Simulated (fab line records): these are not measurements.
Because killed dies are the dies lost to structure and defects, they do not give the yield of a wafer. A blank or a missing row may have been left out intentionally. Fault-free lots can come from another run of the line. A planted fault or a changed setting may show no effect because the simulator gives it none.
fab line records ; flow n5-finfet
[record] lots = 9; wafers = 25; last-day = 19
route steps=1938 shown HKMG_FIN@406 BEOL_M4@1111 PASSIVATION@1936
lots that met no fault: from a run of the same line without faults
start-h: hours from the record's first day to the start of the lot's first wafer shown ; wait-h: time in hours since the lot's previous step ; " identical to the entry in the row above ; L1.1+2: several wafers, shown together as one row ; - no value, or no start was given ; * or withheld: withheld ; < > ~ a bound
route shown NAME@n: NAME is a module with steps in the file, n the number in the route of the first one ; usual: mean and standard deviation over wafers with no fault ; same: alike in all rows ; chamber/n: place in a boat ; sites: readings site by site ; _std_site: standard deviation of those values ; _edge_site: mean of outer sites minus mean of inner sites ; radius-mm: how far each site lies from the wafer's centre ; mask NAME#n: copy n ; behind: tool/chamber where the wafer was last shaped ; hold: what put the lot on hold/how long, in hours/how the hold closed ; device: whichever transistor did not switch (one of n, p or np) ; end of line: tests run on the same wafers once the route is complete ; for a step that has no rows: nothing shown but its recipe ; killed: dies that structure and defects cost at the first sort, which is not the same as the wafer's yield ; map: the dies of a wafer, with x for killed, . for not killed, _ for no die there
set.NAME: the setting the step ran with; set.NAME@STEP: the setting that earlier step ran with ; model.NAME: the simulator's own value behind a step, which no gauge read
the route's steps for a sample of lots (tables are steps, rows are wafers)
services: a tool's chamber out of use, with start hour (start-h, from the record's first day; less than 0 if before it), hours out, and reason
[[steps]]
[step N5_HKMG_FIN_ETCH_58]
[recipe] chemistry = N2/H2; target = SOC; target-depth-a = 2158; ion-energy-ev = 50; bias-w = 13; time-s = 741; pressure-mtorr = 30; source-w = 875; n2-flow-sccm = 200; h2-flow-sccm = 200
[usual] chamber-pressure-mTorr = 30.000/0.027; drypump-motor-current-A = 5.9/0.5; oes-product-au = 0.76/0.087; rf-vpp-V = 99.0/0.88; run-length-s = 764.6/0.33; showerhead-plenum-p-Torr = 2.52/0.088; throttle-valve-pct = 17.80/0.29
lot.wafer;tool;chamber;start-h;wait-h;chamber-pressure-mTorr;drypump-motor-current-A;oes-product-au;rf-hours-counter-h;rf-vpp-V;run-length-s;showerhead-plenum-p-Torr;throttle-valve-pct
L307.1;rie-diel-03;2;85.50;0.0;30.019;5.3;0.80;91;99.8;764.8;2.46;17.41
L307.4;rie-diel-03;3;85.50;0.0;29.991;6.5;0.74;178;98.7;764.7;2.65;17.89
L307.5;rie-diel-03;2;85.50;0.0;30.034;5.3;0.81;-;97.9;764.8;2.46;17.41
L310.1;rie-diel-01;2;106.87;0.0;29.985;6.6;0.77;131;97.7;764.0;2.45;18.23
L310.4;rie-diel-01;3;106.87;0.0;29.972;6.0;0.98;-;100.0;764.9;2.48;17.12
L310.6;rie-diel-01;2;106.87;0.0;30.013;6.5;0.78;-;99.2;764.3;2.45;18.23
L313.3;rie-diel-01;2;128.75;0.0;30.019;6.5;0.77;139;97.8;764.2;2.44;18.24
L313.4;rie-diel-01;1;128.75;0.0;30.017;5.8;0.94;10;98.4;764.7;2.50;17.71
L313.6;rie-diel-01;2;128.75;0.0;29.978;6.6;0.78;-;98.7;764.4;2.44;18.25
L314.2;rie-diel-03;0;130.12;0.0;29.924;5.7;0.69;208;98.2;764.4;2.43;17.88
L314.4;rie-diel-03;3;130.12;0.0;29.953;6.5;0.72;190;98.6;764.7;2.64;17.94
L314.6;rie-diel-03;0;130.12;0.0;30.008;5.7;0.70;-;98.2;765.2;2.43;17.89
L317.1;rie-diel-04;3;146.54;0.0;29.990;5.2;0.70;225;98.0;764.4;2.40;17.62
L317.6;rie-diel-04;3;146.54;0.0;29.986;5.2;0.70;-;98.6;764.7;2.40;17.62
L318.1;rie-diel-04;1;153.23;0.0;30.018;6.4;0.66;249;100.3;764.4;2.61;17.95
L318.5;rie-diel-04;3;153.23;0.0;30.019;5.2;0.70;-;98.8;764.4;2.40;17.63
L323.1;rie-diel-03;0;183.00;0.0;29.975;5.6;0.68;223;99.5;764.4;2.43;17.93
L323.2;rie-diel-03;3;183.00;0.0;29.994;6.5;0.71;206;99.3;764.9;2.63;17.96
L323.6;rie-diel-03;2;183.00;0.0;29.982;5.3;0.78;-;98.3;764.8;2.45;17.47
L327.2;rie-diel-04;0;211.96;0.0;30.050;6.0;0.74;143;100.0;764.1;2.55;18.24
L327.4;rie-diel-04;2;211.96;0.0;29.976;5.6;0.71;195;100.4;764.2;2.42;18.06
L327.5;rie-diel-04;1;211.96;0.0;30.014;6.4;0.90;-;100.7;764.1;2.61;17.50
L328.2;rie-diel-04;3;212.74;0.0;29.988;5.2;0.68;248;98.8;764.6;2.39;17.65
L328.3;rie-diel-04;1;212.74;0.0;30.011;6.4;0.90;12;98.3;764.2;2.61;17.50
L328.6;rie-diel-04;2;212.74;0.0;30.033;5.6;0.71;-;98.1;764.4;2.42;18.06
[step N5_HKMG_FIN_STRIP_93]
[recipe] chemistry = N2/H2; material = SOC; time-s = 20; power-w = 500; temp-c = 40; pressure-mtorr = 50; rf-frequency-hz = 6e+07; bias-power-w = 8; h2-frac = 0.5; n2-flow-sccm = 300; h2-flow-sccm = 300
[usual] chamber-pressure-mTorr = 50.00/0.047; drypump-motor-current-A = 5.9/0.5; oes-product-au = 0.76/0.087; rf-vpp-V = 54.2/0.92; showerhead-plenum-p-Torr = 3.33/0.11; temp-c = 40.01/0.11; throttle-valve-pct = 19.1/0.4
lot.wafer;tool;chamber;start-h;wait-h;chamber-pressure-mTorr;drypump-motor-current-A;oes-product-au;rf-hours-counter-h;rf-vpp-V;showerhead-plenum-p-Torr;temp-c;throttle-valve-pct
L307.1;rie-diel-03;2;85.92;0.2;50.06;5.3;0.81;91;53.6;3.25;40.02;18.8
L307.4;rie-diel-03;3;85.92;0.2;50.03;6.5;0.74;178;54.9;3.49;40.02;19.3
L307.5;rie-diel-03;2;85.92;0.2;50.01;5.3;0.81;-;55.5;3.25;39.96;18.8
L310.1;rie-diel-01;2;107.30;0.2;49.91;6.6;0.78;131;53.6;3.24;39.89;19.8
L310.4;rie-diel-01;3;107.30;0.2;49.98;6.0;0.98;-;55.0;3.27;39.86;18.2
L310.6;rie-diel-01;2;107.30;0.2;49.98;6.6;0.78;-;53.9;3.24;39.93;19.8
L313.3;rie-diel-01;2;129.18;0.2;49.93;6.5;0.77;139;53.2;3.23;40.03;19.9
L313.4;rie-diel-01;1;129.18;0.2;50.00;5.8;0.94;10;54.3;3.30;40.19;18.8
L313.6;rie-diel-01;2;129.18;0.2;49.95;6.6;0.77;-;54.4;3.23;40.03;19.9
L314.2;rie-diel-03;0;130.55;0.2;50.05;5.6;0.68;208;55.9;3.22;39.99;19.2
L314.4;rie-diel-03;3;130.55;0.2;50.01;6.5;0.72;190;53.3;3.48;40.08;19.3
L314.6;rie-diel-03;0;130.55;0.2;49.96;5.6;0.69;-;53.2;3.22;40.09;19.2
L317.1;rie-diel-04;3;146.97;0.2;50.06;5.2;0.69;225;54.5;3.17;40.18;18.7
L317.6;rie-diel-04;3;146.97;0.2;49.96;5.2;0.69;-;54.6;3.18;40.15;18.7
L318.1;rie-diel-04;1;153.66;0.2;49.99;6.4;0.65;249;54.7;3.45;40.21;19.3
L318.5;rie-diel-04;3;153.66;0.2;49.99;5.2;0.69;-;55.1;3.17;40.17;18.7
L323.1;rie-diel-03;0;183.42;0.2;50.01;5.6;0.68;224;53.9;3.21;40.21;19.2
L323.2;rie-diel-03;3;183.42;0.2;50.05;6.5;0.71;206;55.3;3.47;40.07;19.3
L323.6;rie-diel-03;2;183.42;0.2;49.98;5.3;0.77;-;53.2;3.24;39.89;18.8
L327.2;rie-diel-04;0;212.39;0.2;49.90;6.0;0.74;144;54.1;3.36;39.94;19.6
L327.4;rie-diel-04;2;212.39;0.2;50.07;5.6;0.70;195;53.1;3.20;40.12;19.4
L327.5;rie-diel-04;1;212.39;0.2;50.00;6.4;0.90;-;55.0;3.44;40.02;18.9
L328.2;rie-diel-04;3;213.17;0.2;50.03;5.2;0.67;248;54.7;3.16;40.02;18.7
L328.3;rie-diel-04;1;213.17;0.2;50.09;6.4;0.91;13;54.3;3.44;40.07;18.9
L328.6;rie-diel-04;2;213.17;0.2;50.02;5.6;0.70;-;54.7;3.20;40.09;19.4
[step N5_HKMG_FIN_OVL_MEAS_13]
[recipe] points-per-wafer = 44
[usual] NWFM_OVL = -0.3/0.78
lot.wafer;tool;chamber;start-h;wait-h;NWFM_OVL[nm]
L307.1;overlay-01;0;89.14;0.0;-2.2
L307.4;overlay-01;0;89.14;0.0;-0.5
L307.5;overlay-01;0;89.14;0.0;-2.6
L310.1;overlay-01;0;110.59;0.0;0.2
L310.4;overlay-01;0;110.59;0.0;1.1
L310.6;overlay-01;0;110.59;0.0;1.1
L313.3;overlay-01;0;131.78;0.0;0.8
L313.4;overlay-01;0;131.78;0.0;0.8
L313.6;overlay-01;0;131.78;0.0;-1.1
L314.2;overlay-01;0;133.47;0.0;0.5
L314.4;overlay-01;0;133.47;0.0;0.5
L314.6;overlay-01;0;133.47;0.0;0.8
L317.1;overlay-02;0;151.37;0.0;0.0
L317.6;overlay-02;0;151.37;0.0;-1.1
L318.1;overlay-01;0;156.23;0.0;-0.5
L318.5;overlay-01;0;156.23;0.0;-0.3
L323.1;overlay-01;0;185.93;0.0;0.1
L323.2;overlay-01;0;185.93;0.0;-0.9
L323.6;overlay-01;0;185.93;0.0;-0.7
L327.2;overlay-02;0;215.01;0.0;-0.6
L327.4;overlay-02;0;215.01;0.0;-0.9
L327.5;overlay-02;0;215.01;0.0;-0.3
L328.2;overlay-01;0;215.71;0.0;-0.3
L328.3;overlay-01;0;215.71;0.0;0.0
L328.6;overlay-01;0;215.71;0.0;-0.4
[step N5_HKMG_FIN_ETCH_35]
[recipe] chemistry = N2/H2; target = SOC; target-depth-a = 2158; ion-energy-ev = 65; bias-w = 5; source-w = 3000; time-s = 243.4; pressure-mtorr = 30; n2-flow-sccm = 200; h2-flow-sccm = 200
[usual] chamber-pressure-mTorr = 30.000/0.027; drypump-motor-current-A = 5.9/0.49; oes-product-au = 0.77/0.098; rf-vpp-V = 141.3/1; run-length-s = 267.0/0.35; showerhead-plenum-p-Torr = 2.51/0.085; throttle-valve-pct = 17.8/0.33
lot.wafer;tool;chamber;start-h;wait-h;chamber-pressure-mTorr;drypump-motor-current-A;oes-product-au;rf-hours-counter-h;rf-vpp-V;run-length-s;showerhead-plenum-p-Torr;throttle-valve-pct
L307.1;rie-diel-01;2;89.50;0.0;30.051;6.6;0.78;123;141.2;266.5;2.45;18.3
L307.4;rie-diel-01;2;89.50;0.0;29.977;6.6;0.77;-;140.9;266.7;2.45;18.3
L307.5;rie-diel-01;3;89.50;0.0;29.994;6.0;1.02;-;141.1;267.6;2.48;17.1
L310.1;rie-diel-01;3;110.95;0.0;29.963;6.0;0.98;9;140.5;267.5;2.47;17.2
L310.4;rie-diel-01;1;110.95;0.0;30.013;5.8;0.96;-;142.3;267.0;2.50;17.7
L310.6;rie-diel-01;3;110.95;0.0;29.978;6.0;0.99;-;141.0;267.7;2.47;17.2
L313.3;rie-diel-01;0;132.14;0.0;30.026;6.4;0.72;175;140.8;267.0;2.62;18.0
L313.4;rie-diel-01;1;132.14;0.0;30.004;5.8;0.94;11;140.2;267.1;2.49;17.8
L313.6;rie-diel-01;3;132.14;0.0;29.990;6.0;0.96;-;140.7;267.2;2.47;17.2
L314.2;rie-diel-04;1;133.83;0.0;29.965;6.4;0.66;239;141.1;266.9;2.62;18.0
L314.4;rie-diel-04;3;133.83;0.0;29.993;5.2;0.70;-;139.9;267.4;2.40;17.6
L314.6;rie-diel-04;0;133.83;0.0;30.029;6.0;0.77;-;141.9;266.2;2.56;18.2
L317.1;rie-diel-01;3;151.73;0.0;30.014;5.9;0.95;24;143.0;194.5;2.47;17.2
L317.6;rie-diel-01;2;151.73;0.0;30.027;6.6;0.77;-;140.3;266.5;2.44;18.3
L318.1;rie-diel-01;2;156.59;0.0;30.036;6.5;0.75;148;139.6;194.0;2.44;18.3
L318.5;rie-diel-01;3;156.59;0.0;29.974;5.9;0.93;-;140.1;194.8;2.47;17.2
L323.1;rie-diel-03;2;186.29;0.0;30.009;5.3;0.78;122;140.8;267.7;2.45;17.5
L323.2;rie-diel-03;0;186.29;0.0;30.001;5.6;0.68;225;141.0;267.0;2.43;18.0
L323.6;rie-diel-03;2;186.29;0.0;29.984;5.3;0.78;-;141.6;267.6;2.45;17.5
L327.2;rie-diel-03;0;215.37;0.0;29.967;5.6;0.67;239;140.5;267.1;2.42;18.0
L327.4;rie-diel-03;1;215.37;0.0;30.016;5.2;0.95;-;141.7;267.7;2.61;17.4
L327.5;rie-diel-03;0;215.37;0.0;30.012;5.6;0.67;-;141.5;267.0;2.42;18.0
L328.2;rie-diel-04;3;216.45;0.0;29.945;5.2;0.68;250;141.9;267.3;2.39;17.7
L328.3;rie-diel-04;1;216.45;0.0;30.019;6.4;0.89;15;142.6;266.5;2.61;17.6
L328.6;rie-diel-04;2;216.45;0.0;30.002;5.6;0.70;-;140.1;267.3;2.42;18.1
[step N5_BEOL_M4_RC_MEAS_101]
[usual] DIBL_N = 35.8/1.7; DIBL_P = 35.3/2; IOFF_N = 0.150/0.026; IOFF_N_LIN = 0.070/0.0098; IOFF_N_LONG = 5.58e-05/2.1e-06; IOFF_P = 0.194/0.029; ION_N = 667/11; ION_P = 456/7.1; SS_N = 71.4/0.65; SS_P = 73.1/0.64; VT_N = 251/3; VT_N_LONG = 274.4/2.1; VT_N_LVT = 99/3.1; VT_P = -252/3.2
lot.wafer;tool;chamber;start-h;wait-h;DIBL_N[mV/V];DIBL_P[mV/V];IOFF_N[nA/um];IOFF_N_LIN[nA/um];IOFF_N_LONG[nA/um];IOFF_P[nA/um];ION_N[uA/um];ION_P[uA/um];SS_N[mV/dec];SS_P[mV/dec];VT_N[mV];VT_N_LONG[mV];VT_N_LVT[mV];VT_P[mV]
L307.1;prober-02;0;223.98;0.0;36.1;36.4;0.148;0.071;5.17e-05;0.197;663;452;71.0;73.3;252;277.7;99;-252
L307.4;prober-02;0;223.98;0.0;36.0;36.0;0.150;0.072;5.35e-05;0.196;671;462;71.1;73.4;253;275.3;99;-255
L307.5;prober-02;0;223.98;0.0;37.7;37.8;0.173;0.080;5.15e-05;0.228;666;457;72.4;74.0;247;278.6;97;-250
L310.1;prober-02;0;248.07;0.0;33.9;32.9;0.125;0.059;5.69e-05;0.150;669;448;71.4;72.4;255;274.1;101;-255
L310.4;prober-02;0;248.07;0.0;31.8;31.0;0.097;0.049;5.58e-05;0.135;644;443;69.8;72.2;256;276.4;105;-257
L310.6;prober-02;0;248.07;0.0;34.2;33.7;0.125;0.060;5.67e-05;0.157;662;453;71.0;72.5;253;276.4;101;-254
L313.3;prober-01;0;273.25;0.3;36.8;35.8;0.160;0.074;5.63e-05;0.220;670;466;71.6;73.3;251;274.7;100;-246
L313.4;prober-01;0;273.25;0.3;36.0;34.6;0.148;0.067;5.7e-05;0.216;672;463;71.1;73.3;250;274.1;102;-245
L313.6;prober-01;0;273.25;0.3;36.3;36.0;0.154;0.072;5.68e-05;0.232;666;463;71.7;73.3;250;271.5;101;-246
L314.2;prober-01;0;277.01;0.2;34.5;36.0;0.148;0.072;5.87e-05;0.217;665;464;71.5;73.9;250;271.1;98;-247
L314.4;prober-01;0;277.01;0.2;33.9;34.6;0.136;0.065;5.74e-05;0.202;660;463;70.9;72.9;251;272.4;98;-250
L314.6;prober-01;0;277.01;0.2;35.6;36.7;0.175;0.081;5.77e-05;0.238;671;462;71.9;73.8;247;271.8;96;-246
L318.1;prober-01;0;286.95;0.0;35.4;34.1;0.087;0.040;4.13e-05;0.177;496;454;71.3;72.7;265;288.7;113;-253
L318.5;prober-01;0;286.95;0.0;36.5;34.9;0.105;0.046;4.44e-05;0.184;523;453;71.7;73.5;262;285.7;111;-252
L317.1;prober-02;0;307.71;0.4;36.6;34.3;0.109;0.047;4.26e-05;0.192;530;456;72.1;74.2;262;287.5;109;-252
L317.6;prober-02;0;307.71;0.4;35.0;32.6;0.134;0.061;5.5e-05;0.162;659;449;71.6;72.8;253;275.9;100;-255
L323.1;prober-02;0;327.20;0.0;36.4;34.8;0.156;0.064;5.42e-05;0.168;648;436;72.4;73.4;254;275.8;100;-253
L323.2;prober-02;0;327.20;0.0;35.6;34.5;0.137;0.062;5.35e-05;0.160;665;450;71.5;73.4;251;273.3;99;-254
L323.6;prober-02;0;327.20;0.0;38.0;37.2;0.190;0.082;5.54e-05;0.194;679;455;72.3;74.3;248;274.9;94;-253
L327.2;prober-02;0;347.74;0.2;37.6;35.2;0.177;0.080;5.77e-05;0.217;680;463;71.3;73.9;248;275.5;96;-248
L327.4;prober-02;0;347.74;0.2;36.5;35.3;0.159;0.074;5.67e-05;0.212;669;461;70.4;72.7;250;272.7;98;-250
L327.5;prober-02;0;347.74;0.2;36.8;36.0;0.167;0.077;5.64e-05;0.225;679;464;71.2;73.7;250;274.2;99;-252
L328.2;prober-02;0;349.58;0.2;36.4;37.8;0.167;0.078;5.44e-05;0.192;676;457;71.4;73.8;247;275.7;93;-252
L328.3;prober-02;0;349.58;0.2;32.1;30.6;0.103;0.050;5.59e-05;0.114;649;443;70.6;71.6;255;272.7;101;-260
L328.6;prober-02;0;349.58;0.2;38.1;38.0;0.195;0.083;5.67e-05;0.186;674;452;72.7;73.5;247;270.7;94;-255
[step N5_PASSIVATION_PROBE_49]
[usual] defect-limited-yield = 91.5/1.4; killed_at_M0_to_M3 = 34/11; killed_at_M4_up = 15/6; killed-at-contacts = 11/5.9; killed-at-front-end = 37/11; killed-at-other = 3.6/2.9; killed-dies = 101/17; killed-open = 66/12; killed-short = 33/7.8; sort_bin_5_function = 5.0/0.97; sort_bin_6_memory = 3.2/0.65; sort_bin_8_speed = 0.02/0.2; sort-n-pass = 1079/17; sort-yield-pct = 91.4/1.4
[same] gross-dies = 1180; killed-at-back-side = 0; sort_bin_4_leakage[%] = 0
lot.wafer;tool;chamber;start-h;wait-h;defect-limited-yield[%];killed_at_M0_to_M3;killed_at_M4_up;killed-at-contacts;killed-at-front-end;killed-at-other;killed-dies;killed-open;killed-short;sort_bin_5_function[%];sort_bin_6_memory[%];sort_bin_8_speed[%];sort-n-pass;sort-yield-pct[%]
L314.2;prober-01;-;381.43;0.1;89.9;31;9;15;62;2;119;89;29;6.9;3.0;0;1061;89.9
L314.4;prober-01;-;381.53;0.2;92.0;17;13;22;41;1;94;68;25;5.1;2.7;0;1086;92.0
L314.6;prober-01;-;381.63;0.3;89.3;48;13;15;50;0;126;85;38;6.4;3.6;0;1054;89.3
L318.1;prober-01;-;392.37;0.0;91.4;44;13;8;36;0;101;63;37;5.3;3.0;91.44;0;0
L318.5;prober-01;-;392.57;0.2;91.3;43;18;7;31;4;103;69;32;5.3;2.9;91.27;0;0
L317.1;prober-01;-;414.83;0.0;93.2;23;11;12;28;6;80;54;23;3.5;3.1;93.22;0;0
L317.6;prober-01;-;415.08;0.3;91.4;39;20;12;25;6;102;76;26;4.8;3.3;0;1078;91.4
// killed by level:class
L314.2 FIN_SAQP:geometric-particle:open=29 MOL_CONTACT_COAG:geometric-particle:open=13 FIN_SAQP:geometric-particle:short=8 BEOL_M3:geometric-particle:open=8 STI_FIN_REVEAL:geometric-particle:open=7 BEOL_M0_SAQP:geometric-particle:short=6 BEOL_M2:geometric-particle:open=6 BEOL_M5:geometric-particle:open=4
L314.4 MOL_CONTACT_COAG:geometric-particle:open=20 STI_FIN_REVEAL:geometric-particle:open=13 FIN_SAQP:geometric-particle:open=8 FIN_SAQP:geometric-particle:short=5 BEOL_M0_SAQP:geometric-particle:short=5 DUMMY_GATE:geometric-particle:open=4 BEOL_M3:geometric-particle:open=4 BEOL_M4:geometric-particle:open=4
L314.6 FIN_SAQP:geometric-particle:short=13 BEOL_M0_SAQP:geometric-particle:open=13 FIN_SAQP:geometric-particle:open=11 MOL_CONTACT_COAG:geometric-particle:open=11 BEOL_M3:geometric-particle:open=9 STI_FIN_REVEAL:geometric-particle:open=8 BEOL_M0_SAQP:geometric-particle:short=8 BEOL_M1:geometric-particle:open=8
L318.1 BEOL_M0_SAQP:geometric-particle:short=19 STI_FIN_REVEAL:geometric-particle:open=10 BEOL_M0_SAQP:geometric-particle:open=9 BEOL_M1:geometric-particle:open=7 BEOL_M4:geometric-particle:open=7 DUMMY_GATE:geometric-particle:open=6 FIN_SAQP:geometric-particle:open=5 BEOL_M3:geometric-particle:open=5
L318.5 BEOL_M4:geometric-particle:open=13 BEOL_M0_SAQP:geometric-particle:short=10 BEOL_M3:geometric-particle:open=10 BEOL_M2:geometric-particle:open=9 STI_FIN_REVEAL:geometric-particle:open=8 MOL_CONTACT_COAG:geometric-particle:open=6 BEOL_M0_SAQP:geometric-particle:open=6 FIN_SAQP:geometric-particle:open=5
L317.1 MOL_CONTACT_COAG:geometric-particle:open=10 BEOL_M3:geometric-particle:open=7 DUMMY_GATE:geometric-particle:open=6 STI_FIN_REVEAL:geometric-particle:open=5 STARTING-WAFER:geometric-particle:short=5 BEOL_M0_SAQP:geometric-particle:short=4 BEOL_M2:geometric-particle:open=4 BEOL_M1:geometric-particle:open=3
L317.6 MOL_CONTACT_COAG:geometric-particle:open=11 BEOL_M3:geometric-particle:open=10 BEOL_M0_SAQP:geometric-particle:open=9 BEOL_M0_SAQP:geometric-particle:short=8 BEOL_M4:geometric-particle:open=8 BEOL_M2:geometric-particle:open=6 DUMMY_GATE:geometric-particle:open=5 STI_FIN_REVEAL:geometric-particle:open=4
[[services]]
tool;chamber;start-h;hours;kind
rie-diel-01;3;67.27;-;clean
rie-diel-01;3;67.27;-;consumable-replace:focus-ring
rie-diel-01;3;67.27;21.9;scheduled-down
rie-diel-01;3;67.27;21.9;vent-cycle
rie-diel-03;3;86.91;5.4;repair
rie-diel-01;1;89.16;-;clean
rie-diel-01;1;89.16;-;consumable-replace:focus-ring
rie-diel-01;1;89.16;14.5;scheduled-down
rie-diel-01;1;89.16;14.5;vent-cycle
rie-diel-01;0;100.51;13.7;repair
rie-diel-04;2;110.41;45.9;repair
rie-diel-04;-;115.75;0.4;repair
rie-diel-04;1;156.64;-;clean
rie-diel-04;1;156.64;-;consumable-replace:focus-ring
rie-diel-04;1;156.64;21.8;scheduled-down
rie-diel-04;1;156.64;21.8;vent-cycle
rie-diel-04;0;159.67;9.2;repair
rie-diel-04;3;166.89;6.3;repair
rie-diel-03;1;182.04;-;clean
rie-diel-03;1;182.04;-;consumable-replace:focus-ring
rie-diel-03;1;182.04;21.0;scheduled-down
rie-diel-03;1;182.04;21.0;vent-cycle
rie-diel-01;2;196.01;16.2;repair
[[key]]
[first-sign] step = N5_HKMG_FIN_ETCH_35; reading = run-length-s; direction = down; sigmas = 99+; usual = *; struck = *
[effect] step = N5_BEOL_M4_RC_MEAS_101; reading = ION_N; direction = down; sigmas = 14; usual = 667; struck = 516
[effect] step = N5_BEOL_M4_RC_MEAS_101; reading = IOFF_N_LONG; direction = down; sigmas = 6.3; usual = 5.58e-05; struck = 4.27e-05
[effect] step = N5_BEOL_M4_RC_MEAS_101; reading = VT_N_LONG; direction = up; sigmas = 6.2; usual = 274.4; struck = 287.3
[effect] step = N5_BEOL_M4_RC_MEAS_101; reading = VT_N; direction = up; sigmas = 4.2; usual = 251; struck = 263
[effect] step = N5_BEOL_M4_RC_MEAS_101; reading = VT_N_LVT; direction = up; sigmas = 4; usual = 99; struck = 111
[effect] step = N5_BEOL_M4_RC_MEAS_101; reading = IOFF_N_LIN; direction = down; sigmas = 2.6; usual = 0.070; struck = 0.045
[effect] step = N5_PASSIVATION_PROBE_49; reading = sort_bin_8_speed; direction = up; sigmas = 99+; usual = 0.02; struck = 91.98
met-at N5_HKMG_FIN_ETCH_35
struck-lots L317,L318
struck-wafers L317.1,L318.1,L318.5
not-acting-at N5_HKMG_FIN_ETCH_58,N5_HKMG_FIN_STRIP_93,N5_HKMG_FIN_OVL_MEAS_13
onset-between 132.14 151.73
[fault] kind = process-parameter-drift; tool = rie-diel-01; chamber = -; onset-h = 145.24; steps = N5_HKMG_FIN_ETCH_35; channel = time-s; offset = *; shape = step; end-h = 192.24; scope = struck-wafers-only; acts-in = *; stated = *
